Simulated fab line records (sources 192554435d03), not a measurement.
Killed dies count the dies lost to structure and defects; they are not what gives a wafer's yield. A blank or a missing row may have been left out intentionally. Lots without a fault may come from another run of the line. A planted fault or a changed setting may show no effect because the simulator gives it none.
fab line records	flow n5-finfet
[record] lots = 7	wafers = 20	last-day = 17
route steps=1938 shown BEOL_M9@1428 PASSIVATION@1936
lots that met no fault: taken from a fault-free run of the same line
start-h: the number of hours between the record's first day and the start of the first shown wafer of the lot	wait-h: hours elapsed since this lot's preceding step	" identical to the entry in the row above	L1.1+2: one row covering several wafers at once	- no value, or no start given	* or withheld: withheld	< > ~ a bound
route shown NAME@n: NAME is a module with steps in the file, n the number in the route of the first one	usual: the fault-free wafers' mean and standard deviation	same: alike in all rows	chamber/n: place in a boat	sites: readings site by site	_std_site: standard deviation across them	_edge_site: outer sites' mean less inner sites'	radius-mm: how far each site lies from the wafer's centre	mask NAME#n: copy n	behind: the last tool/chamber to shape the wafer	hold: why the lot was held/for how many hours/how that ended	device: whichever transistor did not switch (one of n, p or np)	end of line: the route-end tests of the same wafers	a step given without rows: its recipe and nothing more	killed: count of dies lost to structure and defects at first sort (not the wafer's yield)	map: per-die view of a wafer (x killed, . not killed, _ where there is no die)
set.NAME: the run value of the setting; set.NAME@STEP: its run value at that earlier step	model.NAME: the simulator's own value behind a step, which no gauge read
lots seen at some steps along the route; tables by step, rows by wafer
services: from which hour (start-h, from the record's first day; less than 0 if before it) a tool's chamber was out of use, for how many hours, and why
[[steps]]
[step N5_BEOL_M9_COAT_22]
[recipe] resist = CAR-EUV	spin-rpm = 1500	resist-thk-nm = 30
[step N5_BEOL_M9_EBR_24]
[recipe] solvent = PGMEA	ebr-width-mm = 1.5
[step N5_BEOL_M9_SOFTBAKE_23]
[recipe] temp-c = 110	time-s = 60	resist = CAR-EUV
[step N5_BEOL_M9_EXPOSE_25]
[recipe] mask-id = V8	na = 0.33	source-shape = annular	sigma-inner = 0.4	sigma-outer = 0.8	polarization = unpolarized	dose-mj = 37.25
[step N5_BEOL_M9_PEB_26]
[recipe] peb-temp-c = 100	peb-time-s = 60	resist = CAR-EUV
[step N5_BEOL_M9_DEVELOP_27]
[recipe] develop-time-s = 30	developer = TMAH	resist = CAR-EUV	rinse-liquid = surfactant-rinse	dry = air-spin	dev-temp-c = 23
[step N5_BEOL_M9_CD_MEAS_28]
[recipe] target-cd-nm = 70	landing-energy-ev = 500	detector = se-inlens	polarity = opening
[usual] cd-nm = 70.0/0.33
lot.wafer	tool	chamber	start-h	wait-h	cd-nm
L260.4	cd-sem-03	0	236.34	-	69.8
L260.5	"	0	"	"	69.7
L262.2	cd-sem-02	0	241.18	-	70.0
L262.4	"	0	"	"	70.4
L262.5	"	0	"	"	69.8
L264.2	cd-sem-03	0	261.70	-	70.4
L264.3	"	0	"	"	70.9
L264.6	"	0	"	"	70.2
L263.2	cd-sem-02	0	261.74	-	70.3
L263.5	"	0	"	"	69.6
L263.6	"	0	"	"	69.8
L276.1	cd-sem-01	0	326.11	-	70.0
L276.3	"	0	"	"	70.1
L276.4	"	0	"	"	70.5
L277.1	cd-sem-01	0	338.97	-	69.7
L277.2	"	0	"	"	69.5
L277.3	"	0	"	"	70.1
L278.1	cd-sem-02	0	349.60	-	70.3
L278.3	"	0	"	"	70.5
L278.5	"	0	"	"	69.8
[step N5_BEOL_M9_OVL_MEAS_29]
[recipe] points-per-wafer = 522
[usual] V8_OVL = 0.1/0.61
lot.wafer	tool	chamber	start-h	wait-h	V8_OVL[nm]
L260.4	overlay-02	0	236.39	0.0	0.0
L260.5	"	0	"	"	1.0
L262.2	overlay-01	0	241.21	0.0	0.2
L262.4	"	0	"	"	-0.8
L262.5	"	0	"	"	-1.0
L264.2	overlay-02	0	261.73	0.0	-0.2
L264.3	"	0	"	"	-0.7
L264.6	"	0	"	"	-0.4
L263.2	overlay-02	0	261.77	0.0	-0.1
L263.5	"	0	"	"	-0.7
L263.6	"	0	"	"	-0.5
L276.1	overlay-01	0	326.14	0.0	1.2
L276.3	"	0	"	"	1.2
L276.4	"	0	"	"	1.1
L277.1	overlay-01	0	339.00	0.0	-0.4
L277.2	"	0	"	"	0.3
L277.3	"	0	"	"	-0.5
L278.1	overlay-01	0	349.63	0.0	-0.8
L278.3	"	0	"	"	0.3
L278.5	"	0	"	"	-0.4
[step N5_BEOL_M9_INSPECT_30]
[recipe] mode = adi	inspect-instrument = brightfield
[usual] raw-defect-count = 372/90
lot.wafer	tool	chamber	start-h	wait-h	raw-defect-count
L260.4	defect-inspect-02	-	236.43	0.0	515
L260.5	"	-	"	"	287
L262.2	defect-inspect-01	-	241.26	0.0	320
L262.4	"	-	"	"	417
L262.5	"	-	"	"	553
L264.2	defect-inspect-01	-	261.79	0.0	635
L264.3	"	-	"	"	636
L264.6	"	-	"	"	684
L263.2	defect-inspect-01	-	261.83	0.0	219
L263.5	"	-	"	"	356
L263.6	"	-	"	"	270
L276.1	defect-inspect-01	-	326.20	0.1	447
L276.3	"	-	"	"	320
L276.4	"	-	"	"	411
L277.1	defect-inspect-01	-	339.06	0.1	511
L277.2	"	-	"	"	441
L277.3	"	-	"	"	468
L278.1	defect-inspect-01	-	349.68	0.1	403
L278.3	"	-	"	"	368
L278.5	"	-	"	"	285
[step N5_BEOL_M9_DESCUM_33]
[recipe] chemistry = O2	time-s = 7	source-power-w = 50	bias-power-w = 20	pressure-mtorr = 20	rf-frequency-hz = 2.712e+07	temp-c = 40	resist = CAR-EUV	o2-flow-sccm = 225
[usual] drypump-motor-current-A = 5.5/0.57	o2-flow-sccm = 225.0/0.75	oes-product-au = 0.81/0.088	rf-vpp-V = 243.2/1.7	showerhead-plenum-p-Torr = 2.09/0.092	throttle-valve-pct = 20.45/0.22
lot.wafer	tool	chamber	start-h	wait-h	drypump-motor-current-A	o2-flow-sccm	oes-product-au	rf-hours-counter-h	rf-vpp-V	showerhead-plenum-p-Torr	throttle-valve-pct
L260.4	rie-diel-03	2	236.48	0.0	5.3	225.0	0.84	-	243.0	2.04	20.59
L260.5	"	3	"	"	6.5	224.9	0.69	-	241.5	1.97	20.60
L262.2	rie-diel-03	1	241.30	0.0	5.1	225.7	0.85	52	246.3	2.21	20.15
L262.4	"	2	"	"	5.3	226.2	0.85	-	243.8	2.04	20.61
L262.5	"	3	"	"	6.4	224.0	0.69	-	241.3	1.97	20.62
L264.2	rie-diel-03	1	261.82	0.0	5.0	224.1	0.84	60	246.6	2.21	20.17
L264.3	"	2	"	"	5.3	224.2	0.83	77	243.2	2.04	20.59
L264.6	"	0	"	"	5.9	226.2	0.68	-	243.6	2.18	20.43
L263.2	rie-diel-03	1	262.25	0.4	5.0	225.9	0.83	61	243.8	2.21	20.17
L263.5	"	2	"	"	5.3	224.8	0.84	-	241.8	2.04	20.61
L263.6	"	1	"	"	5.0	225.8	0.84	-	244.0	2.21	20.17
L276.1	rie-diel-06	2	326.23	0.0	4.7	224.5	0.93	16	242.4	2.05	20.33
L276.3	"	3	"	"	4.7	225.9	0.79	134	243.0	2.09	20.50
L276.4	"	2	"	"	4.8	224.3	0.92	-	242.3	2.05	20.35
L277.1	rie-diel-03	3	339.09	0.0	6.5	225.7	0.93	22	243.8	2.23	20.22
L277.2	"	1	"	"	5.0	225.6	0.82	87	243.9	2.20	20.21
L277.3	"	2	"	"	5.3	225.5	0.81	102	241.8	2.03	20.65
L278.1	rie-diel-06	2	349.72	0.0	4.7	223.9	0.91	24	242.5	2.05	20.36
L278.3	"	0	"	"	6.2	225.1	0.93	15	244.5	2.22	20.47
L278.5	"	0	"	"	6.3	225.7	0.93	-	246.2	2.22	20.47
[step N5_BEOL_M9_ETCH_76]
[recipe] chemistry = N2/H2	target = underlayer	target-depth-a = 65	mask-material = CAR-EUV	time-s = 5.2	ion-energy-ev = 200	pressure-mtorr = 30	source-w = 840	bias-w = 150	n2-flow-sccm = 200	h2-flow-sccm = 200	ends = cleared
[usual] bias-w = 150.0/0.44	drypump-motor-current-A = 5.5/0.57	etch-rf-on-time-s = 5.28/0.16	n2-flow-sccm = 200.0/0.6	oes-product-au = 0.68/0.072	rf-vpp-V = 524/3.4	showerhead-plenum-p-Torr = 2.54/0.12	throttle-valve-pct = 17.85/0.25
lot.wafer	tool	chamber	start-h	wait-h	bias-w	drypump-motor-current-A	etch-rf-on-time-s	n2-flow-sccm	oes-product-au	rf-hours-counter-h	rf-vpp-V	showerhead-plenum-p-Torr	throttle-valve-pct
L260.4	rie-diel-03	2	236.50	0.0	150.2	5.3	5.35	199.9	0.70	-	522	2.47	17.84
L260.5	"	3	"	"	150.5	6.4	5.45	200.5	0.57	-	518	2.39	17.87
L262.2	rie-diel-03	1	241.33	0.0	150.2	5.0	5.37	199.1	0.71	52	529	2.70	17.68
L262.4	"	2	"	"	149.6	5.3	5.22	200.8	0.69	-	520	2.47	17.86
L262.5	"	3	"	"	150.2	6.5	5.49	199.6	0.57	-	521	2.39	17.88
L264.2	rie-diel-03	1	261.86	0.0	150.5	5.0	5.33	199.4	0.70	60	529	2.70	17.68
L264.3	"	2	"	"	150.4	5.3	5.30	200.0	0.70	77	519	2.46	17.87
L264.6	"	0	"	"	150.0	5.9	5.26	200.0	0.59	-	526	2.63	17.77
L263.2	rie-diel-03	1	262.28	0.0	149.4	5.0	5.33	200.5	0.71	61	527	2.70	17.67
L263.5	"	2	"	"	150.3	5.3	5.28	199.8	0.67	-	525	2.46	17.87
L263.6	"	1	"	"	150.4	5.0	5.34	200.2	0.71	-	530	2.70	17.66
L276.1	rie-diel-06	2	326.27	0.0	149.9	4.8	5.48	200.2	0.78	16	521	2.50	17.78
L276.3	"	3	"	"	149.3	4.8	5.16	199.5	0.67	134	525	2.54	17.84
L276.4	"	2	"	"	149.6	4.7	5.49	200.4	0.78	-	524	2.50	17.77
L277.1	rie-diel-03	3	339.13	0.0	149.1	6.5	5.37	198.6	0.77	22	527	2.70	17.44
L277.2	"	1	"	"	150.1	5.0	5.39	200.6	0.68	87	527	2.69	17.75
L277.3	"	2	"	"	149.8	5.3	5.32	199.8	0.67	102	522	2.45	17.92
L278.1	rie-diel-06	2	349.75	0.0	149.9	4.7	5.48	200.2	0.76	24	524	2.49	17.79
L278.3	"	0	"	"	149.6	6.2	5.02	199.8	0.81	15	528	2.73	18.06
L278.5	"	0	"	"	149.6	6.2	4.95	200.7	0.81	-	526	2.73	18.06
[step N5_BEOL_M9_ETCH_65]
[recipe] chemistry = CF4	target = SiARC	target-depth-a = 156	mask-material = CAR-EUV	time-s = 26	ion-energy-ev = 80	pressure-mtorr = 40	source-w = 545	bias-w = 36	Ar_flow_sccm = 100	cf4-flow-sccm = 100	ends = cleared
[usual] bias-w = 36.00/0.11	drypump-motor-current-A = 5.5/0.56	etch-rf-on-time-s = 26.4/0.7	mfc-ar-sccm = 100.0/0.33	oes-product-au = 0.68/0.071	rf-vpp-V = 184.1/1.4	showerhead-plenum-p-Torr = 2.14/0.095	throttle-valve-pct = 15.66/0.23
lot.wafer	tool	chamber	start-h	wait-h	bias-w	drypump-motor-current-A	etch-rf-on-time-s	mfc-ar-sccm	oes-product-au	rf-hours-counter-h	rf-vpp-V	showerhead-plenum-p-Torr	throttle-valve-pct
L260.4	rie-diel-03	2	236.53	0.0	35.94	5.3	26.5	99.4	0.70	-	182.9	2.07	15.63
L260.5	"	3	"	"	36.11	6.4	26.6	100.2	0.58	-	182.7	2.02	15.79
L262.2	rie-diel-03	1	241.35	0.0	35.74	5.0	26.5	99.9	0.72	52	185.2	2.26	15.34
L262.4	"	2	"	"	35.86	5.3	26.5	100.2	0.70	-	183.7	2.07	15.65
L262.5	"	3	"	"	36.10	6.4	26.6	100.0	0.58	-	182.1	2.02	15.79
L264.2	rie-diel-03	1	261.87	0.0	36.07	5.0	26.6	99.8	0.71	60	185.4	2.26	15.35
L264.3	"	2	"	"	35.89	5.3	26.7	99.7	0.69	77	183.4	2.07	15.66
L264.6	"	0	"	"	35.93	6.0	26.7	100.1	0.58	-	184.6	2.22	15.69
L263.2	rie-diel-03	1	262.30	0.0	35.97	5.0	26.6	99.8	0.72	61	185.3	2.26	15.35
L263.5	"	2	"	"	35.93	5.3	26.9	100.2	0.68	-	184.2	2.07	15.64
L263.6	"	1	"	"	36.06	5.0	26.9	100.2	0.71	-	185.7	2.26	15.38
L276.1	rie-diel-06	2	326.28	0.0	36.14	4.8	27.0	99.9	0.78	16	184.0	2.11	15.52
L276.3	"	3	"	"	36.24	4.8	25.4	100.1	0.69	134	184.8	2.13	15.68
L276.4	"	2	"	"	36.20	4.8	27.0	100.1	0.78	-	183.5	2.11	15.52
L277.1	rie-diel-03	3	339.14	0.0	35.90	6.5	26.2	100.5	0.79	22	187.3	2.27	15.29
L277.2	"	1	"	"	36.00	5.0	26.7	99.1	0.68	87	186.1	2.25	15.40
L277.3	"	2	"	"	36.03	5.2	26.7	100.5	0.67	102	183.2	2.06	15.71
L278.1	rie-diel-06	2	349.77	0.0	35.71	4.7	27.1	99.7	0.77	24	183.8	2.11	15.52
L278.3	"	0	"	"	36.04	6.2	25.4	100.0	0.80	15	186.9	2.28	15.73
L278.5	"	0	"	"	35.99	6.2	25.3	100.0	0.80	-	187.3	2.28	15.74
[step N5_BEOL_M9_ETCH_66]
[recipe] chemistry = N2/H2	target = SOC	target-depth-a = 800	overetch-a = 160	mask-material = SiARC	temp-c = 40	time-s = 120	ion-energy-ev = 200	pressure-mtorr = 30	source-w = 840	bias-w = 150	n2-flow-sccm = 200	h2-flow-sccm = 200
[usual] bias-w = 150.0/0.43	drypump-motor-current-A = 5.5/0.57	n2-flow-sccm = 200.1/0.63	oes-product-au = 0.62/0.064	rf-vpp-V = 524/3.3	showerhead-plenum-p-Torr = 2.54/0.12	throttle-valve-pct = 17.81/0.25
lot.wafer	tool	chamber	start-h	wait-h	bias-w	drypump-motor-current-A	n2-flow-sccm	oes-product-au	rf-hours-counter-h	rf-vpp-V	showerhead-plenum-p-Torr	throttle-valve-pct	model.SiARC_of_BEOL_M9_COAT_64.thk-nm
L260.4	rie-diel-03	2	236.58	0.0	149.6	5.3	199.5	0.63	-	521	2.47	17.80	6.4
L260.5	"	3	"	"	149.7	6.5	200.1	0.52	-	521	2.39	17.83	6.8
L262.2	rie-diel-03	1	241.38	0.0	137.6	5.1	200.5	0.65	52	499	2.70	17.63	7.4
L262.4	"	2	"	"	137.5	5.3	200.9	0.64	-	493	2.47	17.81	7
L262.5	"	3	"	"	136.9	6.5	199.9	0.52	-	493	2.39	17.84	7.4
L264.2	rie-diel-03	1	261.90	0.0	137.8	5.1	198.9	0.64	60	500	2.70	17.63	7.4
L264.3	"	2	"	"	137.4	5.3	199.6	0.62	77	493	2.46	17.83	7.2
L264.6	"	0	"	"	137.5	6.0	201.1	0.53	-	498	2.63	17.72	7.4
L263.2	rie-diel-03	1	262.33	0.0	137.5	5.0	201.1	0.64	61	498	2.70	17.65	7.4
L263.5	"	2	"	"	137.1	5.2	199.3	0.63	-	494	2.46	17.82	7.2
L263.6	"	1	"	"	137.1	5.0	200.6	0.64	-	499	2.70	17.66	7.4
L276.1	rie-diel-06	2	326.31	0.0	150.0	4.7	200.4	0.71	16	522	2.49	17.74	6.8
L276.3	"	3	"	"	149.3	4.8	201.6	0.61	134	524	2.54	17.83	6.4
L276.4	"	2	"	"	150.9	4.7	199.8	0.72	-	521	2.49	17.74	6.8
L277.1	rie-diel-03	3	339.17	0.0	150.2	6.5	199.0	0.70	22	530	2.70	17.40	6.8
L277.2	"	1	"	"	150.5	5.0	199.9	0.62	87	527	2.69	17.69	6.8
L277.3	"	2	"	"	149.5	5.3	200.7	0.60	102	521	2.45	17.85	6.6
L278.1	rie-diel-06	2	349.80	0.0	150.6	4.7	201.0	0.70	24	524	2.49	17.76	6.8
L278.3	"	0	"	"	150.3	6.3	199.4	0.71	15	528	2.73	17.99	6.2
L278.5	"	0	"	"	149.5	6.3	200.8	0.71	-	529	2.73	18.01	6.2
[step N5_BEOL_M9_STRIP_69]
[recipe] chemistry = N2/H2	temp-c = 40	n2-flow-sccm = 200	h2-flow-sccm = 200	rf-frequency-hz = 6e+07
[step N5_PASSIVATION_PROBE_49]
[usual] defect-limited-yield = 91.2/1.4	killed_at_M0_to_M3 = 32/9.3	killed_at_M4_up = 14/4.9	killed-at-contacts = 15/7.5	killed-at-front-end = 40/11	killed-at-other = 4/3.3	killed-dies = 104/17	killed-open = 68/14	killed-short = 33/7.9	sort_bin_5_function = 5.2/0.99	sort_bin_6_memory = 3.2/0.65	sort_bin_8_speed = 0.03/0.19	sort-n-pass = 1076/17	sort-yield-pct = 91.1/1.5
[same] gross-dies = 1180	killed-at-back-side = 0	sort_bin_4_leakage[%] = 0
lot.wafer	tool	chamber	start-h	wait-h	defect-limited-yield[%]	killed_at_M0_to_M3	killed_at_M4_up	killed-at-contacts	killed-at-front-end	killed-at-other	killed-dies	killed-open	killed-short	sort_bin_5_function[%]	sort_bin_6_memory[%]	sort_bin_8_speed[%]	sort-n-pass	sort-yield-pct[%]
L262.2	prober-01	-	304.52	0.1	93.1	15	12	10	30	15	82	42	28	4.6	2.2	0	1098	93.1
L262.4	prober-01	-	304.62	0.2	89.5	19	19	64	20	2	124	51	24	7.2	3.0	0	1056	89.5
// killed by level:class
L262.2 PASSIVATION:area-etch=11 DUMMY_GATE:geometric-particle:open=7 FIN_SAQP:geometric-particle:short=6 MOL_CONTACT_COAG:geometric-particle:open=6 BEOL_M0_SAQP:geometric-particle:short=6 BEOL_M4:geometric-particle:open=6 STI_FIN_REVEAL:geometric-particle:open=5 MOL_CONTACT_COAG:geometric-particle:short=4
L262.4 MOL_CONTACT_COAG:area-etch=49 MOL_CONTACT_COAG:geometric-particle:open=13 BEOL_M4:geometric-particle:open=11 BEOL_M0_SAQP:geometric-particle:short=9 DUMMY_GATE:geometric-particle:open=6 BEOL_M2:geometric-particle:open=4 STI_FIN_REVEAL:geometric-particle:open=3 GATE_CUT:geometric-particle:short=3
[[services]]
tool	chamber	start-h	hours	kind
rie-diel-03	3	257.80	-	clean
rie-diel-03	3	257.80	-	consumable-replace:focus-ring
rie-diel-03	3	257.80	-	consumable-replace:showerhead
rie-diel-03	3	257.80	16.7	scheduled-down
rie-diel-03	3	257.80	16.7	vent-cycle
rie-diel-06	2	262.16	-	clean
rie-diel-06	2	262.16	-	consumable-replace:focus-ring
rie-diel-06	2	262.16	25.1	scheduled-down
rie-diel-06	2	262.16	25.1	vent-cycle
rie-diel-03	0	274.83	3.8	repair
rie-diel-06	3	276.39	6.5	repair
rie-diel-06	0	287.31	-	clean
rie-diel-06	0	287.31	-	consumable-replace:focus-ring
rie-diel-06	0	287.31	-	consumable-replace:showerhead
rie-diel-06	0	287.31	19.2	scheduled-down
rie-diel-06	0	287.31	19.2	vent-cycle
rie-diel-06	3	289.56	18.8	repair
rie-diel-06	1	313.27	20.2	repair
rie-diel-03	2	336.02	2.5	repair
[[key]]
[first-sign] step = N5_BEOL_M9_ETCH_66	reading = bias-w	direction = down	sigmas = 29	usual = *	struck = *
[effect] step = N5_BEOL_M9_ETCH_66	reading = rf-vpp-V	direction = down	sigmas = 8.3	usual = 524	struck = 496
[model-effect] step = N5_BEOL_M9_ETCH_66	value = SiARC_of_BEOL_M9_COAT_64.thk-nm	without = 6.733	struck = 7.311
met-at N5_BEOL_M9_ETCH_66
struck-wafers L262.2,L262.4,L262.5,L263.2,L263.5,L263.6,L264.2,L264.3,L264.6
[baseline-loss] step = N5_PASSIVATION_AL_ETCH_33	wafers = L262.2
[baseline-loss] step = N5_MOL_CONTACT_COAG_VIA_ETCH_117	wafers = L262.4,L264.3
[baseline-loss] step = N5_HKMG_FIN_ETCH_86	wafers = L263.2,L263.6
onset-between 236.58 241.38
[fault] kind = process-parameter-drift	tool = rie-diel-03	chamber = -	onset-h = 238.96	steps = N5_BEOL_M9_ETCH_66	channel = bias-w	offset = *	shape = step	end-h = 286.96	acts-in = *	stated = *
// baseline-loss: these wafers lose ten dies or more at that step, a loss of the line's own and not of a fault; the sort's usual values leave them out
